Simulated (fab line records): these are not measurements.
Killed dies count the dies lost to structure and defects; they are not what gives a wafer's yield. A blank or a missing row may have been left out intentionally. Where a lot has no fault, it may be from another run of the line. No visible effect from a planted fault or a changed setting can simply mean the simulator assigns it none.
fab line records -- flow nand-harc
record lots=14, wafers=40, last-day=33
route steps=1302 shown A_SLIT@939 A_SIN_REMOVE@951 A_WL_FILL@975 A_CONTACT@983 END@1302
lots with no fault: from the same line, run without faults
start-h: hours from the record's first day to the start of the lot's first wafer shown -- wait-h: time in hours since the lot's previous step -- " as in the row above -- L1.1+2: several wafers, shown together as one row -- - no value present, or no start provided -- * or withheld: withheld -- < > ~ a bound
route shown NAME@n: names a module that has steps shown in the file, with the first one's number in the route -- usual: average and standard deviation across the fault-free wafers -- same: alike in all rows -- chamber/n: place in a boat -- sites: the reading at each site -- _std_site: the standard deviation of these -- _edge_site: inner sites' mean taken away from outer sites' mean -- radius-mm: how far each site lies from the wafer's centre -- mask NAME#n: copy n -- behind: the most recent tool/chamber to have shaped the wafer -- hold: the reason the lot was held/the length of the hold in hours/how it ended -- device: the n, p or np transistor that did not switch -- end of line: tests of these same wafers at the route's end -- a step given without rows: its recipe and nothing more -- killed: not the wafer's yield, but the dies lost to structure and defects at the first sort -- map: a wafer's dies, x killed, . not, _ none there
set.NAME: setting as actually run; set.NAME@STEP: the setting as run at that earlier step -- model.NAME: the simulator's own value behind a step, which no gauge read
the route's steps for a sample of lots (tables are steps, rows are wafers)
services: from which hour (start-h, from the record's first day; less than 0 if before it) a tool's chamber was out of use, for how many hours, and why
## steps
# step NHARC_A_SLIT_ETCH_17
# recipe bias-v=900, source-w=withheld, pressure-mtorr=20, ar-flow-sccm=375, c4f8-flow-sccm=83.3, o2-flow-sccm=41.7, time-s=4254.5, target-depth-a=2.03e+05, chemistry=C4F8/O2/Ar
# usual chamber-pressure-mTorr=19.999/0.019, drypump-motor-current-A=5.7/0.3, showerhead-plenum-p-Torr=3.601/0.029, throttle-valve-pct=32.047/0.0093
lot.wafer,tool,chamber,start-h,wait-h,chamber-pressure-mTorr,drypump-motor-current-A,rf-hours-counter-h,showerhead-plenum-p-Torr,throttle-valve-pct
L579.2,har-etch-02,0,457.96,-,20.004,5.3,39,3.626,32.046
L579.6,har-etch-02,0,460.35,-,19.965,5.3,-,3.627,32.038
L579.5,har-etch-02,1,460.35,-,19.997,6.1,-,3.650,32.048
L580.1,har-etch-01,1,468.19,-,19.995,5.6,256,3.595,32.042
L580.2,har-etch-01,0,468.19,-,19.996,5.6,256,3.649,32.057
L580.5,har-etch-01,0,471.15,-,19.984,5.6,-,3.650,32.042
L581.2,har-etch-02,1,468.96,-,20.013,6.0,47,3.646,32.056
L581.3,har-etch-02,0,468.96,-,19.975,5.3,-,3.623,32.046
L581.6,har-etch-02,0,470.78,-,19.971,5.3,-,3.622,32.030
L582.1,har-etch-02,0,485.99,-,20.009,5.3,58,3.616,32.037
L582.3,har-etch-02,1,487.83,-,20.037,6.0,-,3.640,32.044
L582.5,har-etch-02,0,487.83,-,19.997,5.3,-,3.616,32.051
L583.2,har-etch-01,1,500.38,-,19.976,5.6,276,3.585,32.043
L583.6,har-etch-01,1,502.80,-,20.010,5.7,-,3.584,32.055
L583.5,har-etch-01,0,502.80,-,19.994,5.6,-,3.639,32.040
L590.3,har-etch-02,1,578.07,-,20.030,6.1,-,3.615,32.053
L590.6,har-etch-02,1,579.28,-,20.003,6.1,-,3.615,32.034
L590.5,har-etch-02,0,579.28,-,19.998,5.3,-,3.592,32.060
L593.1,har-etch-01,0,598.71,-,20.011,5.6,329,3.610,32.052
L593.6,har-etch-01,0,601.12,-,19.990,5.7,-,3.610,32.054
L592.6,har-etch-02,1,604.74,-,19.970,6.1,-,3.608,32.038
L592.5,har-etch-02,0,604.74,-,20.015,5.3,-,3.584,32.044
L595.3,har-etch-02,0,626.97,-,19.996,5.3,-,3.578,32.060
L595.4,har-etch-02,1,626.97,-,20.011,6.1,-,3.601,32.040
L595.6,har-etch-02,0,626.97,-,20.029,5.3,-,3.578,32.037
L597.1,har-etch-02,1,639.62,-,19.973,6.1,142,3.595,32.056
L597.2,har-etch-02,0,639.62,-,19.959,5.3,142,3.572,32.037
L597.3,har-etch-02,0,641.48,-,19.978,5.3,-,3.572,32.050
L596.1,har-etch-02,0,643.52,-,19.989,5.3,145,3.570,32.065
L596.2,har-etch-02,1,643.52,-,20.009,6.1,145,3.593,32.030
L596.3,har-etch-02,0,643.52,-,19.994,5.4,-,3.570,32.066
L599.2,har-etch-02,0,652.67,-,19.993,5.3,149,3.568,32.048
L599.3,har-etch-02,0,653.90,-,20.029,5.3,-,3.567,32.036
L599.6,har-etch-02,0,655.12,-,19.984,5.3,-,3.568,32.046
L601.2,har-etch-01,1,670.50,-,19.983,5.7,372,3.534,32.033
L601.3,har-etch-01,0,670.50,-,19.994,5.6,-,3.588,32.039
L601.6,har-etch-01,0,672.29,-,19.996,5.6,-,3.588,32.056
L600.1,har-etch-02,0,671.01,-,20.009,5.3,160,3.562,32.041
L600.2,har-etch-02,1,671.01,-,19.968,6.1,160,3.585,32.046
L600.6,har-etch-02,1,674.09,-,19.993,6.0,-,3.584,32.031
# step NHARC_A_SIN_REMOVE_INSPECT_04
# usual raw-defect-count=379/78
lot.wafer,tool,chamber,start-h,wait-h,raw-defect-count
L579.2,defect-inspect-01,-,469.53,0.0,433
L579.5,defect-inspect-01,-,469.53,0.0,435
L579.6,defect-inspect-01,-,469.53,0.0,310
L580.1,defect-inspect-02,-,479.76,0.0,328
L580.2,defect-inspect-02,-,479.76,0.0,388
L580.5,defect-inspect-02,-,479.76,0.0,340
L581.2,defect-inspect-01,-,479.77,0.0,315
L581.3,defect-inspect-01,-,479.77,0.0,334
L581.6,defect-inspect-01,-,479.77,0.0,347
L582.1,defect-inspect-01,-,497.71,0.0,427
L582.3,defect-inspect-01,-,497.71,0.0,358
L582.5,defect-inspect-01,-,497.71,0.0,295
L583.2,defect-inspect-01,-,512.07,0.0,455
L583.5,defect-inspect-01,-,512.07,0.0,476
L583.6,defect-inspect-01,-,512.07,0.0,579
L590.3,defect-inspect-02,-,588.59,0.0,491
L590.5,defect-inspect-02,-,588.59,0.0,379
L590.6,defect-inspect-02,-,588.59,0.0,448
L593.1,defect-inspect-01,-,610.32,0.0,502
L593.6,defect-inspect-01,-,610.32,0.0,502
L592.5,defect-inspect-01,-,615.13,0.0,332
L592.6,defect-inspect-01,-,615.13,0.0,307
L595.3,defect-inspect-02,-,637.51,0.0,383
L595.4,defect-inspect-02,-,637.51,0.0,321
L595.6,defect-inspect-02,-,637.51,0.0,323
L597.1,defect-inspect-01,-,651.31,0.0,372
L597.2,defect-inspect-01,-,651.31,0.0,345
L597.3,defect-inspect-01,-,651.31,0.0,358
L596.1,defect-inspect-01,-,654.33,0.0,392
L596.2,defect-inspect-01,-,654.33,0.0,383
L596.3,defect-inspect-01,-,654.33,0.0,330
L599.2,defect-inspect-02,-,664.41,0.0,427
L599.3,defect-inspect-02,-,664.41,0.0,272
L599.6,defect-inspect-02,-,664.41,0.0,302
L601.2,defect-inspect-01,-,681.55,0.0,482
L601.3,defect-inspect-01,-,681.55,0.0,394
L601.6,defect-inspect-01,-,681.55,0.0,442
L600.1,defect-inspect-02,-,681.58,0.0,329
L600.2,defect-inspect-02,-,681.58,0.0,201
L600.6,defect-inspect-02,-,681.58,0.0,275
# step NHARC_A_WL_FILL_ALD_19
# recipe target-thk-a=20, pulse-time-s=3, ald-cycles=100, temp-c=450, material=TiN
# usual ald-cycles=100/0, heater-power-w=1090/120, precursor-pulse-height-rel=1.001/0.02
lot.wafer,tool,chamber,start-h,wait-h,ald-cycles,heater-power-w,precursor-pulse-height-rel
L579.2,ald-metal-01,2,486.52,0.2,100,984,0.989
L579.5,ald-metal-01,3,486.52,0.2,100,1379,0.980
L579.6,ald-metal-01,0,486.52,0.2,100,1074,1.008
L580.2,ald-metal-02,0,497.64,0.1,100,1054,0.994
L580.1,ald-metal-02,1,497.64,0.1,100,917,0.958
L580.5,ald-metal-02,0,497.64,0.1,100,1048,1.039
L581.2,ald-metal-01,3,497.69,0.1,100,1404,0.988
L581.3,ald-metal-01,0,497.69,0.1,100,1077,1.003
L581.6,ald-metal-01,3,497.69,0.1,100,1386,0.994
L582.1,ald-metal-01,3,515.19,0.1,100,1387,0.972
L582.3,ald-metal-01,0,515.19,0.1,100,1106,1.007
L582.5,ald-metal-01,3,515.19,0.1,100,1387,0.973
L583.2,ald-metal-03,2,531.13,0.2,100,1075,0.999
L583.5,ald-metal-03,3,531.13,0.2,100,1071,1.009
L583.6,ald-metal-03,0,531.13,0.2,100,1042,1.020
L590.3,ald-metal-01,2,612.82,0.1,100,968,0.996
L590.6,ald-metal-01,2,612.82,0.1,43,943,0.998
L590.5,ald-metal-01,3,612.82,0.1,43,1430,1.008
L593.1,ald-metal-01,2,631.13,0.1,100,1000,1.006
L593.6,ald-metal-01,1,631.13,0.1,43,1029,1.039
L592.5,ald-metal-01,3,634.09,0.2,43,1413,1.029
L592.6,ald-metal-01,0,634.09,0.2,43,1023,0.998
L595.3,ald-metal-02,1,654.97,0.1,100,931,0.991
L595.4,ald-metal-02,3,654.97,0.1,100,1131,1.030
L595.6,ald-metal-02,2,654.97,0.1,100,1211,1.012
L597.2,ald-metal-03,1,671.71,0.1,100,1069,1.017
L597.1,ald-metal-03,2,671.71,0.1,100,1053,0.994
L597.3,ald-metal-03,3,671.71,0.1,100,1073,1.018
L596.3,ald-metal-02,2,674.47,0.1,100,1188,0.982
L596.2,ald-metal-02,3,674.47,0.1,100,1154,1.012
L596.1,ald-metal-02,1,674.47,0.1,100,963,1.002
L599.3,ald-metal-03,2,685.73,0.1,100,1031,0.991
L599.2,ald-metal-03,0,685.73,0.1,100,1051,1.006
L599.6,ald-metal-03,2,685.73,0.1,100,1045,0.961
L601.2,ald-metal-03,2,698.83,0.1,100,1048,1.012
L601.3,ald-metal-03,0,698.83,0.1,100,1034,0.979
L601.6,ald-metal-03,2,698.83,0.1,100,1028,1.030
L600.2,ald-metal-02,3,698.83,0.1,100,1162,1.028
L600.1,ald-metal-02,1,698.83,0.1,100,954,0.998
L600.6,ald-metal-02,3,698.83,0.1,100,1156,0.973
# step NHARC_A_CONTACT_DEP_24
# recipe target-thk-a=5000, temp-c=400, pressure-torr=6.5, rf-w=900, teos-flow-sccm=161.4, flow-sccm=2650, target-thk-nm=500, gas=O2, material=SiO2
# usual heater-power-w=590/140, showerhead-vpp-V=1867/65, throttle-valve-pct=15.9/0.53
lot.wafer,tool,chamber,start-h,wait-h,heater-power-w,showerhead-vpp-V,throttle-valve-pct
L579.2,pecvd-02,1,487.46,0.1,823,1750,15.1
L579.6,pecvd-02,0,487.46,0.1,404,1884,15.7
L579.5,pecvd-02,2,487.46,0.1,410,1834,15.1
L580.2,pecvd-02,2,498.57,0.1,324,1836,14.9
L580.1,pecvd-02,1,498.57,0.1,679,1744,15.1
L580.5,pecvd-02,2,498.57,0.1,352,1825,15.0
L581.3,pecvd-04,2,498.63,0.1,523,1918,16.9
L581.2,pecvd-04,0,498.63,0.1,563,1838,15.6
L581.6,pecvd-04,2,498.63,0.1,560,1934,16.8
L582.3,pecvd-04,0,516.11,0.1,449,1839,15.9
L582.1,pecvd-04,2,516.11,0.1,561,1918,16.8
L582.5,pecvd-04,0,516.11,0.1,493,1846,16.0
L583.2,pecvd-01,1,532.11,0.2,484,1928,16.0
L583.5,pecvd-01,0,532.11,0.2,794,1969,16.1
L583.6,pecvd-01,1,532.11,0.2,516,1920,16.1
L590.3,pecvd-02,1,613.73,0.1,681,1724,14.7
L593.1,pecvd-01,0,632.08,0.1,838,1951,16.4
L595.3,pecvd-01,1,655.97,0.1,543,1919,16.5
L595.6,pecvd-01,0,655.97,0.1,784,1945,16.3
L595.4,pecvd-01,1,655.97,0.1,573,1883,16.3
L597.3,pecvd-01,2,672.63,0.1,655,1861,15.8
L597.1,pecvd-01,0,672.63,0.1,759,1961,16.2
L597.2,pecvd-01,1,672.63,0.1,566,1899,16.4
L596.3,pecvd-02,1,675.38,0.1,667,1725,15.1
L596.2,pecvd-02,2,675.38,0.1,371,1830,15.1
L596.1,pecvd-02,0,675.38,0.1,522,1879,15.6
L599.2,pecvd-01,2,686.82,0.1,597,1815,16.2
L599.3,pecvd-01,0,686.82,0.1,858,1922,16.2
L599.6,pecvd-01,0,686.82,0.1,650,1918,16.1
L601.3,pecvd-04,1,699.82,0.1,412,1797,16.2
L601.2,pecvd-04,2,699.82,0.1,493,1920,16.8
L601.6,pecvd-04,0,699.82,0.1,434,1822,15.9
L600.1,pecvd-02,2,699.88,0.1,417,1830,15.1
L600.2,pecvd-02,0,699.88,0.1,568,1887,15.5
L600.6,pecvd-02,0,699.88,0.1,419,1910,15.5
# step NHARC_END_SORT_01
# recipe temp-c=25
# usual killed-at-array=55/20, killed-at-other=1.1/1.2, killed-at-periphery=3.8/2.8, killed-dies=60/19, killed-open=3.4/1.9, killed-short=2.2/1.5
# same gross-dies=677
lot.wafer,tool,chamber,start-h,wait-h,killed-at-array,killed-at-other,killed-at-periphery,killed-dies,killed-open,killed-short
L590.3,prober-01,0,693.82,3.1,26,1,1,28,3,3
L590.5,prober-01,0,695.41,3.7,675,0,2,677,4,3
L590.6,prober-01,0,696.20,4.0,672,0,5,677,2,1
L593.1,prober-02,0,705.32,2.5,79,0,4,83,4,2
L593.6,prober-02,0,709.32,4.0,677,0,0,677,1,2
# killed by level:class
L590.3 A_CHANNEL_HOLE_D1:chamber-film-flake=6 A_CONTACT:chamber-film-flake=6 A_SLIT:chamber-film-flake=4 A_STAIRCASE:chamber-film-flake=2 P_M1:geometric-particle:short=1 A_ONON_D2:geometric-particle:short=1 A_CHANNEL_FILL_D2:geometric-particle:open=1 A_SGD_CUT:geometric-particle:short=1
L590.5 A_WL_FILL:area-ald=654 A_CHANNEL_HOLE_D1:chamber-film-flake=5 A_CONTACT:chamber-film-flake=5 A_STAIRCASE:chamber-film-flake=4 P_GATE:geometric-particle:open=1 P_M2:geometric-particle:open=1 A_ONON_D1:geometric-particle:short=1 A_ONON_D1:geometric-particle:open=1
L590.6 A_WL_FILL:area-ald=652 A_CHANNEL_HOLE_D1:chamber-film-flake=5 A_STAIRCASE:chamber-film-flake=5 A_SLIT:chamber-film-flake=3 P_CONTACT:chamber-film-flake=2 A_CHANNEL_HOLE_D2:chamber-film-flake=2 A_CHANNEL_FILL_D2:chamber-film-flake=2 P_GATE:geometric-particle:open=1
L593.1 A_SLIT:chamber-film-flake=36 A_CHANNEL_HOLE_D1:chamber-film-flake=32 A_DECK1_JOINT:geometric-particle:open=2 P_GATE:chamber-film-flake=2 A_DECK1_JOINT:chamber-film-flake=2 A_CONTACT:chamber-film-flake=2 P_M0:geometric-particle:open=1 A_CHANNEL_FILL_D1:geometric-particle:short=1
L593.6 A_WL_FILL:area-ald=596 A_SLIT:chamber-film-flake=36 A_CHANNEL_HOLE_D1:chamber-film-flake=36 A_CONTACT:chamber-film-flake=2 A_CHANNEL_FILL_D1:geometric-particle:short=1 A_CHANNEL_FILL_D1:geometric-particle:open=1 A_ONON_D2:geometric-particle:short=1 A_ZERO_WELL:chamber-film-flake=1
## services
tool,chamber,start-h,hours,kind
pecvd-01,1,438.37,7.3,repair
pecvd-04,-,450.63,13.0,pm
pecvd-01,-,486.80,0.7,repair
pecvd-01,-,492.00,13.0,pm
ald-metal-02,-,505.12,1.4,repair
ald-metal-01,-,526.00,10.0,pm
ald-metal-01,0,526.00,10.0,vent-cycle
ald-metal-01,1,526.00,10.0,vent-cycle
ald-metal-01,2,526.00,10.0,vent-cycle
ald-metal-02,3,561.23,19.5,repair
ald-metal-03,-,568.00,10.0,pm
ald-metal-02,-,576.03,0.5,repair
ald-metal-03,2,580.55,28.1,repair
pecvd-02,-,589.05,13.0,pm
ald-metal-02,-,610.00,10.0,pm
pecvd-02,-,631.61,0.8,repair
pecvd-04,-,631.63,13.0,pm
ald-metal-03,-,633.90,0.4,repair
ald-metal-02,-,640.54,1.1,repair
ald-metal-01,3,641.67,30.6,repair
pecvd-02,0,646.26,17.9,repair
pecvd-01,-,673.00,13.0,pm
ald-metal-02,0,675.99,16.7,repair
ald-metal-02,-,678.86,1.1,repair
## key
first-sign step=NHARC_A_WL_FILL_ALD_19, reading=ald-cycles, direction=down, sigmas=99+, usual=100, struck=43
effect step=NHARC_END_SORT_01, reading=killed-dies, direction=up, sigmas=32, usual=60, struck=677
more-kills-born-at NHARC_A_WL_FILL_ALD_19@ald-metal-01=1902
met-at NHARC_A_WL_FILL_ALD_19
struck-lots L590,L592,L593
struck-wafers L590.5,L590.6,L592.5,L592.6,L593.6
later-rows-left-out L590.5,L590.6,L592.5,L592.6,L593.6
sort-left-out L592.5,L592.6
tester-left-out L590,L592,L593
not-acting-at NHARC_A_SLIT_ETCH_17,NHARC_A_SIN_REMOVE_INSPECT_04,NHARC_A_CONTACT_DEP_24
onset-between 515.19 612.82
fault kind=process-parameter-drift, tool=ald-metal-01, chamber=-, onset-h=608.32, steps=NHARC_A_WL_FILL_ALD_19, channel=ald-cycles, offset=-57, shape=step, end-h=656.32, scope=struck-wafers-only, acts-in=these-recipes-only, stated=100
# tester-left-out: of these lots the tester's yield and bins aren't shown, on N5 and GAA mostly nor the transistor test; their killed dies are dies lost to structure and defects alone, not to doping, threshold or leakage, so they don't give the yield
# sort-left-out: the simulated sort isn't trusted on such a fault, so these wafers' sort isn't shown, and their yield isn't known
# later-rows-left-out: the simulator's readings of these wafers behind a module that went badly wrong aren't trusted and aren't shown, but for the sort
